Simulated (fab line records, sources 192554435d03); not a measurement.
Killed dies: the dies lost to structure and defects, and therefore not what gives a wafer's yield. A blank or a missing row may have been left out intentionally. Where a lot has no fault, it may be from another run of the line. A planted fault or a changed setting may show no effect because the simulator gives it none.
fab line records	flow n5_finfet
record: lots: 24	wafers: 72	last_day: 18
route steps=1938 shown BEOL_M0@737 BEOL_M1@776
lots that met no fault: from a run of the same line without faults
start_h: start of the lot's first displayed wafer, in hours after the record's first day	wait_h: hours elapsed since this lot's preceding step	" repeats the value in the row above	L1.1+2: one row covering several wafers at once	- no value present, or no start provided	* or withheld: withheld	< > ~ a bound
route shown NAME@n: names a module that has steps shown in the file, with the first one's number in the route	usual: mean/standard deviation of fault-free wafers	same: alike in all rows	chamber/n: place in a boat	sites: the reading at each site	_std_site: their standard deviation	_edge_site: mean of outer sites minus mean of inner sites	radius_mm: for every site, how far away it sits from the centre of the wafer	mask NAME#n: copy n	behind: the tool/chamber that last shaped the wafer	hold: cause of the lot's hold/its duration in hours/its outcome	device: the n, p or np transistor that did not switch	end of line: tests run on the same wafers once the route is complete	a step with no rows: only its recipe	killed: count of dies lost to structure and defects at first sort (not the wafer's yield)	map: a wafer's dies, x killed, . not, _ none there
set.NAME: the setting as run; set.NAME@STEP: as run at that earlier step	model.NAME: the simulator's own value behind a step, which no gauge read
one table for each step of the route and one row for each wafer, over a sample of lots
services: when a tool's chamber went out of use (start_h, in hours from the record's first day, below 0 if earlier), for how many hours, and the reason
== steps ==
step: N5_BEOL_M0_ANNEAL_133
recipe: temp_c: 400	time_s: 60	ambient: vacuum
usual: heater_power_w: 828/99
lot.wafer	tool	chamber	start_h	wait_h	heater_power_w
L074.1	pvd_sputter-01	-	120.34	0.0	875
L074.2	"	-	"	"	623
L074.5	"	-	"	"	932
L075.1	pvd_sputter-01	-	127.79	0.0	857
L075.2	"	-	"	"	876
L075.3	"	-	"	"	947
L076.3	pvd_sputter-02	-	131.33	0.0	881
L076.4	"	-	"	"	767
L076.6	"	-	"	"	766
L077.4	pvd_sputter-02	-	140.35	0.0	859
L077.5	"	-	"	"	895
L077.6	"	-	"	"	751
L078.4	pvd_sputter-02	-	145.87	0.0	718
L078.5	"	-	"	"	879
L078.6	"	-	"	"	710
L079.2	pvd_sputter-03	-	153.47	0.0	912
L079.4	"	-	"	"	842
L079.6	"	-	"	"	910
L080.1	pvd_sputter-03	-	156.39	0.0	728
L080.4	"	-	"	"	850
L080.5	"	-	"	"	750
L081.3	pvd_sputter-01	-	164.97	0.0	858
L081.5	"	-	"	"	616
L081.6	"	-	"	"	930
L082.1	pvd_sputter-03	-	165.96	0.0	847
L082.3	"	-	"	"	933
L082.5	"	-	"	"	941
L083.2	pvd_sputter-01	-	179.31	0.0	947
L083.5	"	-	"	"	597
L083.6	"	-	"	"	874
L084.1	pvd_sputter-02	-	179.44	0.0	888
L084.3	"	-	"	"	936
L084.6	"	-	"	"	779
L085.1	pvd_sputter-02	-	186.74	0.0	756
L085.2	"	-	"	"	886
L085.3	"	-	"	"	942
L086.3	pvd_sputter-02	-	197.24	0.0	748
L086.4	"	-	"	"	928
L086.5	"	-	"	"	884
L087.2	pvd_sputter-01	-	197.43	0.0	605
L087.3	"	-	"	"	861
L087.6	"	-	"	"	618
L088.2	pvd_sputter-01	-	203.76	0.0	866
L088.4	"	-	"	"	957
L088.6	"	-	"	"	854
L090.1	pvd_sputter-01	-	220.95	0.0	942
L090.2	"	-	"	"	611
L090.6	"	-	"	"	846
L091.1	pvd_sputter-02	-	222.61	0.0	881
L091.4	"	-	"	"	772
L091.6	"	-	"	"	757
L089.2	pvd_sputter-02	-	223.13	0.0	746
L089.3	"	-	"	"	761
L089.6	"	-	"	"	946
L092.3	pvd_sputter-01	-	229.03	0.0	865
L092.4	"	-	"	"	949
L092.6	"	-	"	"	616
L093.1	pvd_sputter-03	-	234.72	0.0	761
L093.3	"	-	"	"	908
L093.4	"	-	"	"	843
L094.1	pvd_sputter-02	-	240.95	0.0	904
L094.5	"	-	"	"	781
L094.6	"	-	"	"	920
L095.2	pvd_sputter-03	-	247.23	0.0	910
L095.5	"	-	"	"	927
L095.6	"	-	"	"	929
L096.1	pvd_sputter-02	-	258.44	0.0	729
L096.2	"	-	"	"	756
L096.3	"	-	"	"	873
L097.1	pvd_sputter-03	-	259.90	0.0	747
L097.2	"	-	"	"	912
L097.4	"	-	"	"	836
step: N5_BEOL_M1_CD_MEAS_18
recipe: pitch_nm: 36	target_cd_nm: 18
usual: cd_nm: 17.98/0.3
lot.wafer	tool	chamber	start_h	wait_h	cd_nm
L074.1	cd_sem-02	-	124.84	0.0	17.75
L074.2	"	-	"	"	17.83
L074.5	"	-	"	"	18.27
L075.1	cd_sem-01	-	130.38	0.0	18.01
L075.2	"	-	"	"	17.95
L075.3	"	-	"	"	17.34
L076.3	cd_sem-03	-	134.19	0.1	18.12
L076.4	"	-	"	"	18.31
L076.6	"	-	"	"	17.29
L077.4	cd_sem-03	-	148.06	0.1	17.25
L077.5	"	-	"	"	17.71
L077.6	"	-	"	"	18.12
L078.4	cd_sem-03	-	149.10	0.0	17.65
L078.5	"	-	"	"	17.59
L078.6	"	-	"	"	18.06
L079.2	cd_sem-02	-	156.72	0.1	17.69
L079.4	"	-	"	"	18.30
L079.6	"	-	"	"	17.61
L080.1	cd_sem-02	-	162.23	0.0	18.05
L080.4	"	-	"	"	18.01
L080.5	"	-	"	"	17.67
L081.3	cd_sem-03	-	168.20	0.1	18.16
L081.5	"	-	"	"	17.62
L081.6	"	-	"	"	17.99
L082.1	cd_sem-01	-	168.82	0.0	18.03
L082.3	"	-	"	"	18.28
L082.5	"	-	"	"	18.17
L083.2	cd_sem-02	-	183.70	0.1	17.71
L083.5	"	-	"	"	17.94
L083.6	"	-	"	"	17.91
L084.1	cd_sem-02	-	183.89	0.0	17.50
L084.3	"	-	"	"	18.02
L084.6	"	-	"	"	17.90
L085.1	cd_sem-01	-	190.54	0.0	17.48
L085.2	"	-	"	"	17.65
L085.3	"	-	"	"	17.26
L086.3	cd_sem-02	-	201.34	0.1	18.17
L086.4	"	-	"	"	18.12
L086.5	"	-	"	"	18.03
L087.2	cd_sem-01	-	201.43	0.1	18.60
L087.3	"	-	"	"	18.18
L087.6	"	-	"	"	18.17
L088.2	cd_sem-02	-	208.06	0.1	17.98
L088.4	"	-	"	"	17.78
L088.6	"	-	"	"	17.62
L090.1	cd_sem-01	-	223.55	0.0	17.32
L090.2	"	-	"	"	17.64
L090.6	"	-	"	"	17.57
L091.1	cd_sem-02	-	227.97	0.1	18.17
L091.4	"	-	"	"	18.55
L091.6	"	-	"	"	17.90
L089.2	cd_sem-01	-	228.36	0.1	18.30
L089.3	"	-	"	"	18.49
L089.6	"	-	"	"	18.20
L092.3	cd_sem-03	-	234.51	0.1	17.83
L092.4	"	-	"	"	18.20
L092.6	"	-	"	"	17.60
L093.1	cd_sem-01	-	238.19	0.0	17.49
L093.3	"	-	"	"	17.82
L093.4	"	-	"	"	17.93
L094.1	cd_sem-03	-	244.93	0.0	18.14
L094.5	"	-	"	"	18.27
L094.6	"	-	"	"	17.69
L095.2	cd_sem-01	-	253.32	0.1	18.01
L095.5	"	-	"	"	18.19
L095.6	"	-	"	"	18.09
L096.1	cd_sem-03	-	262.73	0.0	18.36
L096.2	"	-	"	"	18.12
L096.3	"	-	"	"	17.97
L097.1	cd_sem-01	-	263.19	0.0	17.67
L097.2	"	-	"	"	18.39
L097.4	"	-	"	"	18.26
step: N5_BEOL_M1_ANNEAL_80
recipe: temp_c: 400	time_s: 240	ambient: vacuum
usual: heater_power_w: 839/92
lot.wafer	tool	chamber	start_h	wait_h	heater_power_w
L074.1	pvd_sputter-02	-	129.51	0.0	773
L074.2	"	-	"	"	717
L074.5	"	-	"	"	889
L075.1	pvd_sputter-03	-	133.41	0.0	923
L075.2	"	-	"	"	753
L075.3	"	-	"	"	851
L076.3	pvd_sputter-01	-	144.41	0.0	873
L076.4	"	-	"	"	617
L076.6	"	-	"	"	923
L077.4	pvd_sputter-02	-	155.95	0.1	933
L077.5	"	-	"	"	873
L077.6	"	-	"	"	706
L078.4	pvd_sputter-02	-	160.65	0.1	892
L078.5	"	-	"	"	945
L078.6	"	-	"	"	734
L079.2	pvd_sputter-02	-	162.70	0.0	736
L079.4	"	-	"	"	895
L079.6	"	-	"	"	714
L080.1	pvd_sputter-02	-	164.98	0.0	945
L080.4	"	-	"	"	882
L080.5	"	-	"	"	937
L081.3	pvd_sputter-01	-	173.86	0.0	849
L081.5	"	-	"	"	947
L081.6	"	-	"	"	630
L082.1	pvd_sputter-02	-	177.70	0.0	767
L082.3	"	-	"	"	889
L082.5	"	-	"	"	968
L084.1	pvd_sputter-02	-	187.50	0.0	938
L084.3	"	-	"	"	897
L084.6	"	-	"	"	867
L083.2	pvd_sputter-03	-	187.74	0.0	748
L083.5	"	-	"	"	929
L083.6	"	-	"	"	918
L085.1	pvd_sputter-02	-	198.45	0.0	927
L085.2	"	-	"	"	722
L085.3	"	-	"	"	763
L086.3	pvd_sputter-01	-	205.33	0.0	627
L086.4	"	-	"	"	940
L086.5	"	-	"	"	933
L087.2	pvd_sputter-02	-	208.67	0.0	897
L087.3	"	-	"	"	932
L087.6	"	-	"	"	755
L088.2	pvd_sputter-03	-	214.23	0.0	933
L088.4	"	-	"	"	847
L088.6	"	-	"	"	938
L090.1	pvd_sputter-02	-	230.63	0.0	717
L090.2	"	-	"	"	755
L090.6	"	-	"	"	726
L091.1	pvd_sputter-03	-	235.39	0.0	864
L091.4	"	-	"	"	758
L091.6	"	-	"	"	842
L089.2	pvd_sputter-02	-	235.51	0.0	776
L089.3	"	-	"	"	946
L089.6	"	-	"	"	766
L092.3	pvd_sputter-02	-	239.01	0.0	915
L092.4	"	-	"	"	750
L092.6	"	-	"	"	937
L093.1	pvd_sputter-02	-	242.01	0.0	859
L093.3	"	-	"	"	731
L093.4	"	-	"	"	958
L094.1	pvd_sputter-03	-	254.18	0.0	927
L094.5	"	-	"	"	733
L094.6	"	-	"	"	921
L095.2	pvd_sputter-03	-	263.20	0.0	844
L095.5	"	-	"	"	845
L095.6	"	-	"	"	756
L096.1	pvd_sputter-01	-	266.36	0.0	854
L096.2	"	-	"	"	914
L096.3	"	-	"	"	865
L097.1	pvd_sputter-03	-	273.83	0.0	836
L097.2	"	-	"	"	931
L097.4	"	-	"	"	747
step: N5_BEOL_M1_THK_MEAS_53
recipe: thk_meas_gauge: xrf	reads: Cu_of_BEOL_M1_ECD_50
usual: M1_THK: 39.4/1.5
lot.wafer	tool	chamber	start_h	wait_h	M1_THK[nm]
L074.1	film_metro-01	-	131.95	-	37.0
L074.2	"	-	"	"	39.9
L074.5	"	-	"	"	39.6
L075.1	film_metro-02	-	135.65	-	40.4
L075.2	"	-	"	"	39.4
L075.3	"	-	"	"	38.1
L076.3	film_metro-01	-	146.66	-	39.5
L076.4	"	-	"	"	41.8
L076.6	"	-	"	"	40.8
L077.4	film_metro-01	-	160.81	-	40.1
L077.5	"	-	"	"	41.2
L077.6	"	-	"	"	41.2
L078.4	film_metro-01	-	163.97	-	38.6
L078.5	"	-	"	"	39.1
L078.6	"	-	"	"	39.1
L079.2	film_metro-01	-	165.22	-	36.2
L079.4	"	-	"	"	39.6
L079.6	"	-	"	"	37.3
L080.1	film_metro-01	-	167.51	-	39.2
L080.4	"	-	"	"	41.1
L080.5	"	-	"	"	39.7
L081.3	film_metro-02	-	176.11	-	39.0
L081.5	"	-	"	"	40.6
L081.6	"	-	"	"	40.1
L082.1	film_metro-01	-	179.98	-	40.0
L082.3	"	-	"	"	38.4
L082.5	"	-	"	"	40.8
L084.1	film_metro-02	-	189.74	-	37.9
L084.3	"	-	"	"	37.8
L084.6	"	-	"	"	38.4
L083.2	film_metro-01	-	190.01	-	36.3
L083.5	"	-	"	"	39.0
L083.6	"	-	"	"	37.7
L085.1	film_metro-01	-	200.70	-	37.0
L085.2	"	-	"	"	38.4
L085.3	"	-	"	"	39.3
L086.3	film_metro-01	-	207.66	-	38.2
L086.4	"	-	"	"	39.4
L086.5	"	-	"	"	40.2
L087.2	film_metro-02	-	210.93	-	38.3
L087.3	"	-	"	"	37.8
L087.6	"	-	"	"	40.5
L088.2	film_metro-01	-	216.47	-	40.8
L088.4	"	-	"	"	41.9
L088.6	"	-	"	"	40.7
L090.1	film_metro-02	-	232.88	-	36.9
L090.2	"	-	"	"	37.9
L090.6	"	-	"	"	39.5
L091.1	film_metro-01	-	237.72	-	41.5
L091.4	"	-	"	"	40.8
L091.6	"	-	"	"	41.4
L089.2	film_metro-02	-	237.84	-	38.5
L089.3	"	-	"	"	40.0
L089.6	"	-	"	"	38.4
L092.3	film_metro-01	-	241.26	-	41.7
L092.4	"	-	"	"	40.1
L092.6	"	-	"	"	41.5
L093.1	film_metro-02	-	244.26	-	40.9
L093.3	"	-	"	"	40.0
L093.4	"	-	"	"	41.2
L094.1	film_metro-02	-	256.63	0.1	39.7
L094.5	"	-	"	"	39.6
L094.6	"	-	"	"	41.0
L095.2	film_metro-02	-	265.45	-	37.3
L095.5	"	-	"	"	41.5
L095.6	"	-	"	"	39.6
L096.1	film_metro-01	-	268.70	-	36.3
L096.2	"	-	"	"	37.9
L096.3	"	-	"	"	37.8
L097.1	film_metro-02	-	276.08	-	37.0
L097.2	"	-	"	"	37.2
L097.4	"	-	"	"	39.4
step: N5_BEOL_M1_DEP_57
recipe: material: SiCN	target_thk_a: 80	temp_c: withheld	precursor: 3MS/NH3	pressure_torr: 3	rf_w: 202	time_s: 14
usual: showerhead_plenum_p_Torr: 3.661/0.013	showerhead_vpp_V: 882/40	throttle_valve_pct: 9.0/0.42
lot.wafer	tool	chamber	start_h	wait_h	showerhead_plenum_p_Torr	showerhead_vpp_V	throttle_valve_pct
L074.1	pecvd-02	1	132.15	0.0	3.669	910	9.3
L074.2	"	2	"	"	3.649	861	9.2
L074.5	"	2	"	"	3.650	860	9.2
L075.1	pecvd-02	0	135.85	0.0	3.656	842	9.2
L075.2	"	2	"	"	3.641	855	9.2
L075.3	"	1	"	"	3.667	912	9.2
L076.3	pecvd-02	1	146.85	0.0	3.671	906	9.1
L076.4	"	2	"	"	3.646	849	9.0
L076.6	"	1	"	"	3.666	908	9.1
L077.4	pecvd-02	0	161.02	0.0	3.659	823	8.9
L077.5	"	1	"	"	3.655	891	9.2
L077.6	"	2	"	"	3.650	873	9.3
L078.4	pecvd-03	0	164.18	0.0	3.665	880	9.0
L078.5	"	2	"	"	3.668	968	8.1
L078.6	"	1	"	"	3.683	918	9.3
L079.2	pecvd-01	1	165.41	0.0	3.660	884	8.8
L079.4	"	2	"	"	3.674	896	9.1
L079.6	"	1	"	"	3.649	892	8.8
L080.1	pecvd-02	1	167.72	0.0	3.661	927	9.5
L080.4	"	2	"	"	3.638	857	9.3
L080.5	"	0	"	"	3.660	833	9.2
L081.3	pecvd-01	0	176.31	0.0	3.646	893	9.7
L081.5	"	1	"	"	3.650	896	8.8
L081.6	"	0	"	"	3.652	890	9.8
L082.1	pecvd-03	0	180.17	0.0	3.676	899	8.5
L082.3	"	1	"	"	3.683	918	9.0
L082.5	"	2	"	"	3.660	965	8.2
L084.1	pecvd-02	2	189.94	0.0	3.649	855	9.3
L084.3	"	0	"	"	3.662	829	9.1
L084.6	"	2	"	"	3.653	855	9.0
L083.2	pecvd-02	1	190.21	0.0	3.667	899	9.1
L083.5	"	1	"	"	3.667	904	9.3
L083.6	"	2	"	"	3.638	857	9.1
L085.1	pecvd-02	1	200.89	0.0	3.663	903	9.3
L085.2	"	0	"	"	3.672	839	9.2
L085.3	"	2	"	"	3.642	859	9.2
L086.3	pecvd-01	2	207.85	0.0	3.677	906	8.9
L086.4	"	2	"	"	3.672	906	8.5
L086.5	"	0	"	"	3.651	910	9.9
L087.2	pecvd-02	0	211.14	0.0	3.667	821	9.1
L087.3	"	0	"	"	3.655	823	9.3
L087.6	"	1	"	"	3.664	906	9.3
L088.2	pecvd-02	1	216.68	0.0	3.665	913	9.4
L088.4	"	0	"	"	3.666	825	9.2
L088.6	"	0	"	"	3.659	819	9.1
L090.1	pecvd-01	0	233.07	0.0	3.653	886	9.7
L090.2	"	1	"	"	3.656	878	9.1
L090.6	"	0	"	"	3.660	890	9.6
L091.1	pecvd-02	2	237.92	0.0	3.638	862	8.5
L091.4	"	1	"	"	3.655	904	9.4
L091.6	"	0	"	"	3.668	820	9.2
L089.2	pecvd-03	0	238.03	0.0	3.681	876	8.9
L089.3	"	1	"	"	3.684	889	9.0
L089.6	"	0	"	"	3.681	893	8.7
L092.3	pecvd-02	2	241.45	0.0	3.629	854	8.4
L092.4	"	1	"	"	3.668	907	8.9
L092.6	"	0	"	"	3.659	822	9.3
L093.1	pecvd-02	2	244.45	0.0	3.637	859	8.5
L093.3	"	0	"	"	3.666	829	9.2
L093.4	"	1	"	"	3.667	914	9.3
L094.1	pecvd-03	0	256.83	0.0	3.676	895	8.7
L094.5	"	0	"	"	3.670	871	8.8
L094.6	"	2	"	"	3.660	961	8.1
L095.2	pecvd-02	0	265.64	0.0	3.660	816	9.2
L095.5	"	1	"	"	3.669	905	9.3
L095.6	"	0	"	"	3.661	822	9.2
L096.1	pecvd-02	0	268.90	0.0	3.666	817	9.4
L096.2	"	2	"	"	3.646	851	8.1
L096.3	"	1	"	"	3.661	897	9.3
L097.1	pecvd-03	1	276.28	0.0	3.679	901	9.2
L097.2	"	2	"	"	3.664	967	7.8
L097.4	"	1	"	"	3.682	916	8.9
step: N5_BEOL_M1_RS_MEAS_58
recipe: thk_meas_gauge: four-point-probe	reads: Co_of_BEOL_M1_CO_CAP_55+Cu_of_BEOL_M1_ECD_50+Co_of_BEOL_M1_CVD_47+TaN_of_BEOL_M1_ALD_84
usual: M1_RS: 0.67/0.034
lot.wafer	tool	chamber	start_h	wait_h	M1_RS[ohm/sq]
L074.1	film_metro-02	-	132.21	0.0	0.73
L074.2	"	-	"	"	0.67
L074.5	"	-	"	"	0.67
L075.1	film_metro-01	-	135.91	0.0	0.64
L075.2	"	-	"	"	0.67
L075.3	"	-	"	"	0.70
L076.3	film_metro-01	-	146.92	0.1	0.67
L076.4	"	-	"	"	0.63
L076.6	"	-	"	"	0.65
L077.4	film_metro-02	-	161.07	0.0	0.66
L077.5	"	-	"	"	0.64
L077.6	"	-	"	"	0.64
L078.4	film_metro-01	-	164.23	0.0	0.70
L078.5	"	-	"	"	0.69
L078.6	"	-	"	"	0.68
L079.2	film_metro-01	-	165.48	0.1	0.75
L079.4	"	-	"	"	0.66
L079.6	"	-	"	"	0.72
L080.1	film_metro-02	-	167.78	0.0	0.68
L080.4	"	-	"	"	0.64
L080.5	"	-	"	"	0.66
L081.3	film_metro-01	-	176.37	0.1	0.68
L081.5	"	-	"	"	0.64
L081.6	"	-	"	"	0.65
L082.1	film_metro-01	-	180.24	0.0	0.66
L082.3	"	-	"	"	0.69
L082.5	"	-	"	"	0.64
L084.1	film_metro-02	-	190.00	0.0	0.70
L084.3	"	-	"	"	0.71
L084.6	"	-	"	"	0.69
L083.2	film_metro-02	-	190.27	0.1	0.76
L083.5	"	-	"	"	0.69
L083.6	"	-	"	"	0.72
L085.1	film_metro-02	-	200.96	0.0	0.73
L085.2	"	-	"	"	0.70
L085.3	"	-	"	"	0.67
L086.3	film_metro-01	-	207.92	0.1	0.70
L086.4	"	-	"	"	0.67
L086.5	"	-	"	"	0.65
L087.2	film_metro-02	-	211.22	0.1	0.69
L087.3	"	-	"	"	0.71
L087.6	"	-	"	"	0.64
L088.2	film_metro-01	-	216.76	0.1	0.65
L088.4	"	-	"	"	0.63
L088.6	"	-	"	"	0.66
L090.1	film_metro-02	-	233.14	0.1	0.72
L090.2	"	-	"	"	0.70
L090.6	"	-	"	"	0.66
L091.1	film_metro-02	-	237.98	0.0	0.63
L091.4	"	-	"	"	0.64
L091.6	"	-	"	"	0.63
L089.2	film_metro-01	-	238.10	0.1	0.69
L089.3	"	-	"	"	0.65
L089.6	"	-	"	"	0.69
L092.3	film_metro-01	-	241.52	0.1	0.64
L092.4	"	-	"	"	0.67
L092.6	"	-	"	"	0.64
L093.1	film_metro-01	-	244.52	0.0	0.63
L093.3	"	-	"	"	0.66
L093.4	"	-	"	"	0.63
L094.1	film_metro-02	-	256.89	0.0	0.66
L094.5	"	-	"	"	0.66
L094.6	"	-	"	"	0.63
L095.2	film_metro-01	-	265.71	0.1	0.70
L095.5	"	-	"	"	0.62
L095.6	"	-	"	"	0.66
L096.1	film_metro-02	-	268.98	0.1	0.75
L096.2	"	-	"	"	0.71
L096.3	"	-	"	"	0.72
L097.1	film_metro-01	-	276.34	0.0	0.72
L097.2	"	-	"	"	0.71
L097.4	"	-	"	"	0.66
== services ==
tool	chamber	start_h	hours	kind
pecvd-02	1	114.91	3.9	repair
pecvd-02	-	115.03	2.8	pm
pecvd-03	1	122.13	5.5	scheduled_down
pecvd-02	-	126.84	1.8	repair
pvd_sputter-01	-	141.96	1.9	repair
pecvd-01	2	153.56	4.9	repair
pecvd-02	-	153.91	0.3	repair
pecvd-01	1	155.27	2.1	scheduled_down
pecvd-03	1	194.71	2.1	scheduled_down
pecvd-02	2	202.40	-	clean
pecvd-02	2	202.40	-	consumable_replace:showerhead
pecvd-02	2	202.40	29.0	scheduled_down
pecvd-02	2	202.40	29.0	vent_cycle
pecvd-03	0	229.88	2.1	scheduled_down
pecvd-01	2	244.65	5.5	scheduled_down
pecvd-01	-	256.49	0.9	repair
pecvd-03	2	257.80	5.5	scheduled_down
pecvd-01	0	266.89	2.1	scheduled_down
== key ==
fault none
